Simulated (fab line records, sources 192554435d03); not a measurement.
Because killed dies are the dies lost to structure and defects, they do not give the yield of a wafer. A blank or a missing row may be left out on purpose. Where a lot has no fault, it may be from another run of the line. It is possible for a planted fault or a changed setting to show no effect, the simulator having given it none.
Chamber matching || flow n5 finfet || N5_DUMMY_REMOVAL_HM_STRIP_01 on rie diel-04: 4 sister chambers
The step strips SiNx in CH3F/O2, stops on poly-Si, target depth 4 nm, time 6.8 s. 16 wafers are shown with their chamber, then 8 later ones without.

EACH WAFER AND ITS CHAMBER
{"wafer": "L074.2", "chamber": 0, "drypump motor current A (A)": 6.1, "showerhead plenum p Torr (Torr)": 2.00, "oes product au (a.u.)": 0.61}
{"wafer": "L074.3", "chamber": 3, "drypump motor current A (A)": 5.0, "showerhead plenum p Torr (Torr)": 1.99, "oes product au (a.u.)": 0.57}
{"wafer": "L074.5", "chamber": 2, "drypump motor current A (A)": 6.5, "showerhead plenum p Torr (Torr)": 1.91, "oes product au (a.u.)": 0.57}
{"wafer": "L076.1", "chamber": 0, "drypump motor current A (A)": 6.2, "showerhead plenum p Torr (Torr)": 2.00, "oes product au (a.u.)": 0.61}
{"wafer": "L076.3", "chamber": 2, "drypump motor current A (A)": 6.5, "showerhead plenum p Torr (Torr)": 1.91, "oes product au (a.u.)": 0.57}
{"wafer": "L076.5", "chamber": 2, "drypump motor current A (A)": 6.5, "showerhead plenum p Torr (Torr)": 1.91, "oes product au (a.u.)": 0.57}
{"wafer": "L077.2", "chamber": 2, "drypump motor current A (A)": 6.5, "showerhead plenum p Torr (Torr)": 1.91, "oes product au (a.u.)": 0.57}
{"wafer": "L077.5", "chamber": 1, "drypump motor current A (A)": 5.6, "showerhead plenum p Torr (Torr)": 2.02, "oes product au (a.u.)": 0.66}
{"wafer": "L077.6", "chamber": 2, "drypump motor current A (A)": 6.5, "showerhead plenum p Torr (Torr)": 1.91, "oes product au (a.u.)": 0.57}
{"wafer": "L081.1", "chamber": 0, "drypump motor current A (A)": 6.1, "showerhead plenum p Torr (Torr)": 2.00, "oes product au (a.u.)": 0.60}
{"wafer": "L081.4", "chamber": 2, "drypump motor current A (A)": 6.5, "showerhead plenum p Torr (Torr)": 1.91, "oes product au (a.u.)": 0.56}
{"wafer": "L081.6", "chamber": 2, "drypump motor current A (A)": 6.6, "showerhead plenum p Torr (Torr)": 1.91, "oes product au (a.u.)": 0.57}
{"wafer": "L084.1", "chamber": 3, "drypump motor current A (A)": 5.0, "showerhead plenum p Torr (Torr)": 1.98, "oes product au (a.u.)": 0.56}
{"wafer": "L084.5", "chamber": 1, "drypump motor current A (A)": 5.5, "showerhead plenum p Torr (Torr)": 2.01, "oes product au (a.u.)": 0.65}
{"wafer": "L084.6", "chamber": 0, "drypump motor current A (A)": 6.1, "showerhead plenum p Torr (Torr)": 2.00, "oes product au (a.u.)": 0.61}
{"wafer": "L088.1", "chamber": 3, "drypump motor current A (A)": 5.0, "showerhead plenum p Torr (Torr)": 1.98, "oes product au (a.u.)": 0.56}

SIGNATURES (averages over the wafers above)
{"reading": "drypump motor current A", "chamber 0": 6.125, "chamber 1": 5.550, "chamber 2": 6.514, "chamber 3": 5.000, "scatter within a chamber": 0.0419}
{"reading": "showerhead plenum p Torr", "chamber 0": 2.0000, "chamber 1": 2.0150, "chamber 2": 1.9100, "chamber 3": 1.9833, "scatter within a chamber": 0.00312}
{"reading": "oes product au", "chamber 0": 0.6075, "chamber 1": 0.6550, "chamber 2": 0.5686, "chamber 3": 0.5633, "scatter within a chamber": 0.00481}
Rule: for a wafer and a chamber, the distance is found by dividing, reading by reading, the gap between the wafer's reading and the chamber's mean by the reading's scatter, squaring, summing and taking the root. The wafer belongs to the nearest chamber; if the next one is less than 2 further off, it can't be placed. The scatter: the root of (the sum of the squares of (reading less its chamber's mean) over the shown wafers, divided by (wafers less chambers)).

WAFERS WHOSE CHAMBER IS MISSING
{"wafer": "L088.3", "drypump motor current A (A)": 5.5, "showerhead plenum p Torr (Torr)": 2.01, "oes product au (a.u.)": 0.64}
{"wafer": "L088.5", "drypump motor current A (A)": 6.5, "showerhead plenum p Torr (Torr)": 1.90, "oes product au (a.u.)": 0.56}
{"wafer": "L093.1", "drypump motor current A (A)": 6.5, "showerhead plenum p Torr (Torr)": 1.90, "oes product au (a.u.)": 0.56}
{"wafer": "L093.4", "drypump motor current A (A)": 6.2, "showerhead plenum p Torr (Torr)": 1.99, "oes product au (a.u.)": 0.59}
{"wafer": "L093.5", "drypump motor current A (A)": 5.5, "showerhead plenum p Torr (Torr)": 2.01, "oes product au (a.u.)": 0.63}
{"wafer": "L096.2", "drypump motor current A (A)": 6.5, "showerhead plenum p Torr (Torr)": 1.90, "oes product au (a.u.)": 0.56}
{"wafer": "L096.3", "drypump motor current A (A)": 5.5, "showerhead plenum p Torr (Torr)": 2.01, "oes product au (a.u.)": 0.63}
{"wafer": "L096.6", "drypump motor current A (A)": 6.1, "showerhead plenum p Torr (Torr)": 1.99, "oes product au (a.u.)": 0.59}

THE CHAMBER EACH PASSED THROUGH
{"wafer": "L088.3", "from the rows above": 1, "in truth": 1}
{"wafer": "L088.5", "from the rows above": 2, "in truth": 2}
{"wafer": "L093.1", "from the rows above": 2, "in truth": 2}
{"wafer": "L093.4", "from the rows above": 0, "in truth": 0}
{"wafer": "L093.5", "from the rows above": 1, "in truth": 1}
{"wafer": "L096.2", "from the rows above": 2, "in truth": 2}
{"wafer": "L096.3", "from the rows above": 1, "in truth": 1}
{"wafer": "L096.6", "from the rows above": 0, "in truth": 0}
Placed correctly: 8 of 8. Can't be placed from these rows: 0. 0 placed wrongly.
